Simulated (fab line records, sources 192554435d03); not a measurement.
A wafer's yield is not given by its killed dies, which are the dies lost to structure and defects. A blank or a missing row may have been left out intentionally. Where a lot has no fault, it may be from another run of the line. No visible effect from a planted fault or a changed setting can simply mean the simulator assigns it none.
Matching of chambers / flow n5_finfet / cmp-02 running N5_BEOL_M9_CMP_52: 4 sister chambers
The step polishes, stops on SiCOH lowk, t overpolish 7 s, target thk 140 nm. 4 wafers are shown with their chamber, then 11 later ones without.

WAFERS WITH THEIR CHAMBER
wafer=L085.3; chamber=1; motor_current_A (A)=6.0
wafer=L086.4; chamber=3; motor_current_A (A)=5.8
wafer=L086.6; chamber=0; motor_current_A (A)=6.4
wafer=L087.1; chamber=2; motor_current_A (A)=5.9

WAFERS MISSING THEIR CHAMBER
wafer=L087.4; motor_current_A (A)=5.8
wafer=L087.5; motor_current_A (A)=6.0
wafer=L089.4; motor_current_A (A)=5.5
wafer=L089.5; motor_current_A (A)=6.4
wafer=L089.6; motor_current_A (A)=5.3
wafer=L092.1; motor_current_A (A)=6.5
wafer=L092.2; motor_current_A (A)=6.0
wafer=L092.6; motor_current_A (A)=5.5
wafer=L095.1; motor_current_A (A)=6.0
wafer=L095.2; motor_current_A (A)=5.8
wafer=L095.4; motor_current_A (A)=5.7

WHICH CHAMBER EACH WENT THROUGH
wafer=L087.4; from the rows above=can't be placed: 3 or 2 or 1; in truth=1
wafer=L087.5; from the rows above=can't be placed: 1 or 2 or 3 or 0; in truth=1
wafer=L089.4; from the rows above=can't be placed: 3 or 2 or 1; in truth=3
wafer=L089.5; from the rows above=can't be placed: 0 or 1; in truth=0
wafer=L089.6; from the rows above=can't be placed: 3 or 2 or 1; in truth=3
wafer=L092.1; from the rows above=can't be placed: 0 or 1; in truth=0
wafer=L092.2; from the rows above=can't be placed: 1 or 2 or 3 or 0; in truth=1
wafer=L092.6; from the rows above=can't be placed: 3 or 2 or 1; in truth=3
wafer=L095.1; from the rows above=can't be placed: 1 or 2 or 3 or 0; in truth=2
wafer=L095.2; from the rows above=can't be placed: 3 or 2 or 1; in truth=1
wafer=L095.4; from the rows above=can't be placed: 3 or 2 or 1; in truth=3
Placed correctly: 0 of 11. Cannot be placed on the basis of these rows: 11; the candidates contain the true chamber in 11. Placed wrongly: 0.
How it was worked out, from the rows above alone: a wafer's distance from a chamber is the root of the sum, over the readings, of the square of ((its reading less the chamber's mean) divided by the reading's scatter). If the next closest chamber is less than 2 further off than the closest, the wafer can't be placed; otherwise it belongs to the closest. The mean given for a chamber averages the wafers shown for that chamber. The scatter (one wafer shown for each chamber): square how far every hidden wafer sits from the nearest shown wafer, average those squares and take the square root.
